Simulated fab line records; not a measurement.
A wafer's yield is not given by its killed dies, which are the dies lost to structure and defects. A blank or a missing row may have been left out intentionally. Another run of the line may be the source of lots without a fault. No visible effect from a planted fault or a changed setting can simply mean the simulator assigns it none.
The tool behind it: which one? | flow n5 finfet | 10 lots with 28 wafers sampled at 5 steps, on a route of 1938 steps

## WHAT THE GAUGES SHOWED, per wafer
N5_BEOL_M4_RC_MEAS_101. Usual: DIBL_N 36.0 mV/V, standard deviation 1.8; DIBL_P 36.3 mV/V, standard deviation 2.4; IOFF_N 0.16 nA/um, standard deviation 0.035; IOFF_P 0.21 nA/um, standard deviation 0.036; ION_N 673 uA/um, standard deviation 13; ION_P 461 uA/um, standard deviation 7.2; SS_N 71.4 mV/dec, standard deviation 0.6; SS_P 73.2 mV/dec, standard deviation 0.7; VT_N 250 mV, standard deviation 4; VT_P -250.9 mV, standard deviation 2.9.
lot  | measured     | on        | DIBL_N (mV/V)  | DIBL_P (mV/V)  | IOFF_N (nA/um) | IOFF_P (nA/um) | ION_N (uA/um) | ION_P (uA/um) | SS_N (mV/dec)  | SS_P (mV/dec)  | VT_N (mV)   | VT_P (mV)            | flag
L460 | day 9 10:52  | prober-02 | 33.9 37.5 35.4 | 34.9 37.1 36.2 | 0.13 0.19 0.15 | 0.17 0.20 0.19 | 674 668 678   | 461 455 470   | 70.4 72.0 71.5 | 73.2 73.4 73.2 | 254 248 249 | -250.4 -251.0 -250.7 |
L462 | day 9 23:12  | prober-01 | 35.3 35.7 32.9 | 37.0 36.7 34.1 | 0.15 0.15 0.11 | 0.20 0.20 0.16 | 675 666 668   | 464 459 465   | 71.0 71.3 71.0 | 73.5 73.3 72.7 | 249 253 255 | -252.4 -251.4 -253.0 |
L466 | day 11 04:19 | prober-02 | 36.3 36.6      | 37.7 37.1      | 0.18 0.19      | 0.22 0.21      | 682 683       | 457 464       | 71.2 71.7      | 74.1 73.6      | 248 244     | -251.5 -253.3        |
L468 | day 11 08:05 | prober-01 | 35.0 38.7      | 33.1 39.4      | 0.12 0.20      | 0.16 0.25      | 660 673       | 450 459       | 70.9 71.8      | 73.1 74.1      | 254 248     | -254.4 -248.3        |
L474 | day 12 22:46 | prober-01 | 37.1 35.1 37.7 | 38.5 35.2 38.7 | 0.16 0.12 0.17 | 0.23 0.20 0.24 | 678 664 680   | 465 463 470   | 71.7 71.3 71.9 | 73.3 72.1 73.4 | 251 257 250 | -248.7 -251.2 -249.4 |
L475 | day 12 17:22 | prober-01 | 39.2 34.6 35.4 | 40.2 35.4 35.4 | 0.21 0.13 0.13 | 0.26 0.18 0.19 | 685 673 662   | 468 462 455   | 71.6 71.3 71.5 | 74.1 73.0 73.3 | 246 254 254 | -249.3 -252.8 -252.0 |
L476 | day 12 22:59 | prober-02 | 36.0 33.0 37.4 | 35.9 32.7 36.6 | 0.15 0.11 0.16 | 0.20 0.16 0.21 | 675 668 667   | 461 459 457   | 71.1 70.9 71.4 | 74.0 73.1 73.7 | 252 253 253 | -250.9 -252.0 -251.4 |
L477 | day 14 04:22 | prober-01 | 36.3 36.6 35.2 | 34.9 36.3 33.6 | 0.15 0.15 0.13 | 0.20 0.22 0.17 | 679 671 661   | 465 459 450   | 71.5 70.9 71.0 | 73.1 73.6 71.9 | 246 249 250 | -251.2 -251.9 -253.3 |
L478 | day 14 07:43 | prober-02 | 37.5 37.7 36.6 | 39.3 39.7 38.0 | 0.18 0.18 0.16 | 0.24 0.25 0.23 | 691 680 685   | 475 471 474   | 71.0 72.0 71.1 | 73.8 74.1 73.4 | 246 247 246 | -246.5 -247.2 -248.1 |
L479 | day 14 06:26 | prober-01 | 37.2 37.9 39.3 | 37.1 36.6 38.0 | 0.16 0.16 0.20 | 0.21 0.21 0.25 | 673 681 687   | 457 461 464   | 71.4 72.1 72.2 | 73.4 74.0 73.7 | 250 250 247 | -252.4 -252.9 -246.7 |

## WHAT TOOL EACH LOT RAN ON (gives the tool, then ch and the chambers of the sampled wafers, and finally the start)
lot  | N5_FIN_SAQP_MANDREL2_REMOVE_60  | N5_FIN_SAQP_HM_OPEN_33            | N5_FIN_SAQP_ETCH_64             | N5_FIN_SAQP_FIN_ETCH_36
L460 | rie si-04 ch 0,1,2, day 3 02:29 | rie diel-01 ch 0,1,3, day 3 02:38 | rie si-01 ch 0,1,3, day 3 02:54 | rie si-01 ch 0,1,3, day 3 02:55
L462 | rie si-03 ch 0,2,3, day 3 13:43 | rie diel-06 ch 1,2, day 3 13:53   | rie si-01 ch 0,2, day 3 14:08   | rie si-01 ch 0,2, day 3 14:10
L466 | rie si-01 ch 0,1, day 4 16:52   | rie diel-01 ch 1, day 4 17:05     | rie si-03 ch 0,2, day 4 17:20   | rie si-03 ch 0,2, day 4 17:22
L468 | rie si-04 ch 0,3, day 5 01:37   | rie diel-01 ch 2, day 5 01:49     | rie si-01 ch 0,2, day 5 02:05   | rie si-01 ch 0,2, day 5 02:06
L474 | rie si-03 ch 1,3, day 6 14:10   | rie diel-05 ch 0,2, day 6 14:25   | rie si-04 ch 2,3, day 6 14:40   | rie si-04 ch 2,3, day 6 14:41
L475 | rie si-03 ch 0,1,2, day 6 20:02 | rie diel-05 ch 0,3, day 6 20:12   | rie si-04 ch 0,2, day 6 20:28   | rie si-04 ch 0,2, day 6 20:29
L476 | rie si-04 ch 0,1,2, day 7 01:03 | rie diel-06 ch 0,3, day 7 01:17   | rie si-01 ch 0,3, day 7 01:32   | rie si-01 ch 0,3, day 7 01:34
L477 | rie si-03 ch 2,3, day 7 08:53   | rie diel-01 ch 1,2,3, day 7 09:04 | rie si-04 ch 0,2,3, day 7 09:20 | rie si-04 ch 0,2,3, day 7 09:22
L478 | rie si-01 ch 0,2,3, day 7 14:43 | rie diel-01 ch 1,3, day 7 14:55   | rie si-03 ch 2,3, day 7 15:11   | rie si-03 ch 2,3, day 7 15:13
L479 | rie si-04 ch 0,2, day 7 20:32   | rie diel-01 ch 0,2,3, day 7 20:44 | rie si-03 ch 0,3, day 7 20:59   | rie si-03 ch 0,3, day 7 21:01
- N5_FIN_SAQP_MANDREL2_REMOVE_60: chemistry HBr/Cl2/O2, target a-Si, stops on SiNx, bt time 10 s.
- N5_FIN_SAQP_HM_OPEN_33: chemistry CH3F/O2, target SiNx, target depth 49.4 nm, time 70.6 s.
- N5_FIN_SAQP_ETCH_64: etches SiO2 in CF4, target depth 1.5 nm.
- N5_FIN_SAQP_FIN_ETCH_36: etches the open film in HBr/Cl2/O2, target depth 120 nm, time 50.4 s.

## AS READ BY THE TOOLS THEMSELVES (means over the sampled wafers that have a number; for cases with no such wafer, the mark the record gives instead)
N5_FIN_SAQP_MANDREL2_REMOVE_60. Usual: drypump motor current A 5.7 A, standard deviation 0.49; oes product au 1.005 a.u., standard deviation 0.02; throttle valve pct 36.6 %, standard deviation 0.32.
lot  | tool      | drypump motor current A (A) | oes product au (a.u.) | throttle valve pct (%) | flag
L460 | rie si-04 | 5.4                         | 1.012                 | 36.5                   |
L462 | rie si-03 | 6.0                         | 1.009                 | 36.6                   |
L466 | rie si-01 | 6.0                         | 1.027                 | 36.6                   |
L468 | rie si-04 | 5.6                         | 1.012                 | 36.5                   |
L474 | rie si-03 | 6.3                         | 1.003                 | 36.9                   |
L475 | rie si-03 | 5.9                         | 1.002                 | 36.8                   |
L476 | rie si-04 | 5.4                         | 1.008                 | 36.5                   |
L477 | rie si-03 | 6.1                         | 1.013                 | 36.6                   |
L478 | rie si-01 | 5.5                         | 0.992                 | 36.8                   |
L479 | rie si-04 | 5.4                         | 1.003                 | 36.5                   |

N5_FIN_SAQP_HM_OPEN_33. Usual: drypump motor current A 5.6 A, standard deviation 0.6; etch rf on time s 69.0 s, standard deviation 1.4; oes product au 0.66 a.u., standard deviation 0.063; rf vpp V 298 V, standard deviation 3.8; showerhead plenum p Torr 1.98 Torr, standard deviation 0.052; throttle valve pct 16.33 %, standard deviation 0.23.
lot  | tool        | drypump motor current A (A) | etch rf on time s (s) | oes product au (a.u.) | rf vpp V (V) | showerhead plenum p Torr (Torr) | throttle valve pct (%) | flag
L460 | rie diel-01 | 5.0                         | 69.3                  | 0.67                  | 302          | 1.97                            | 16.28                  |
L462 | rie diel-06 | 5.4                         | 69.3                  | 0.66                  | 293          | 1.93                            | 16.54                  |
L466 | rie diel-01 | 5.1                         | 53.2                  | 0.80                  | 298          | 2.00                            | 16.20                  | OFF
L468 | rie diel-01 | 6.5                         | 54.0                  | 0.91                  | 296          | 2.05                            | 15.93                  | OFF
L474 | rie diel-05 | 5.7                         | 69.5                  | 0.64                  | 302          | 2.03                            | 16.17                  |
L475 | rie diel-05 | 6.1                         | 68.1                  | 0.71                  | 297          | 2.00                            | 16.23                  |
L476 | rie diel-06 | 5.6                         | 67.9                  | 0.64                  | 297          | 1.98                            | 16.50                  |
L477 | rie diel-01 | 5.6                         | 69.5                  | 0.65                  | 299          | 2.00                            | 16.22                  |
L478 | rie diel-01 | 5.1                         | 69.9                  | 0.62                  | 300          | 1.98                            | 16.31                  |
L479 | rie diel-01 | 5.5                         | 68.9                  | 0.67                  | 300          | 1.98                            | 16.28                  |

N5_FIN_SAQP_ETCH_64. Usual: drypump motor current A 5.6 A, standard deviation 0.47; oes product au 1.007 a.u., standard deviation 0.023; throttle valve pct 21.66 %, standard deviation 0.21.
lot  | tool      | drypump motor current A (A) | oes product au (a.u.) | throttle valve pct (%) | flag
L460 | rie si-01 | 5.6                         | 0.990                 | 21.67                  |
L462 | rie si-01 | 6.0                         | 1.015                 | 21.80                  |
L466 | rie si-03 | 5.8                         | 1.002                 | 21.51                  |
L468 | rie si-01 | 5.8                         | 1.017                 | 21.88                  |
L474 | rie si-04 | 5.2                         | 0.981                 | 21.58                  |
L475 | rie si-04 | 5.7                         | 1.017                 | 21.81                  |
L476 | rie si-01 | 5.3                         | 0.978                 | 21.59                  |
L477 | rie si-04 | 5.5                         | 1.007                 | 21.62                  |
L478 | rie si-03 | 6.2                         | 1.039                 | 21.58                  |
L479 | rie si-03 | 6.1                         | 1.029                 | 21.49                  |

N5_FIN_SAQP_FIN_ETCH_36. Usual: drypump motor current A 5.6 A, standard deviation 0.47; oes product au 1.006 a.u., standard deviation 0.022; throttle valve pct 35.9 %, standard deviation 0.32.
lot  | tool      | drypump motor current A (A) | oes product au (a.u.) | throttle valve pct (%) | flag
L460 | rie si-01 | 5.6                         | 1.003                 | 35.9                   |
L462 | rie si-01 | 6.0                         | 1.007                 | 36.1                   |
L466 | rie si-03 | 5.8                         | 1.000                 | 35.9                   |
L468 | rie si-01 | 5.8                         | 1.018                 | 36.1                   |
L474 | rie si-04 | 5.3                         | 0.984                 | 35.5                   |
L475 | rie si-04 | 5.7                         | 1.000                 | 36.1                   |
L476 | rie si-01 | 5.3                         | 0.980                 | 36.0                   |
L477 | rie si-04 | 5.5                         | 1.001                 | 35.8                   |
L478 | rie si-03 | 6.2                         | 1.034                 | 36.0                   |
L479 | rie si-03 | 6.2                         | 1.021                 | 35.9                   |

## THE ANSWER, worked out from the rows above alone
Rule: a lot counts as off when the mean over its wafers that have a number is more than 3 standard deviations away from the usual mean. A lot without any number at a reading at which 4 lots or more have one is off too. The other lots that the step has rows for count as sound. After the gauges, taken in route order, come the tools' own readings; for these a lot's mean is taken, as printed above. The first step at which some lot is off is used, and at that step the reading that is off furthest; a lot without a number counts as furthest.
Off, at N5_FIN_SAQP_HM_OPEN_33 on etch rf on time s: L466, L468.
A tool fits if, at that step or a process step before it, it ran every lot that is off, and no sound lot after the first of them. Of those tried, none fits.

## WHAT THE SIMULATOR HAD PUT IN
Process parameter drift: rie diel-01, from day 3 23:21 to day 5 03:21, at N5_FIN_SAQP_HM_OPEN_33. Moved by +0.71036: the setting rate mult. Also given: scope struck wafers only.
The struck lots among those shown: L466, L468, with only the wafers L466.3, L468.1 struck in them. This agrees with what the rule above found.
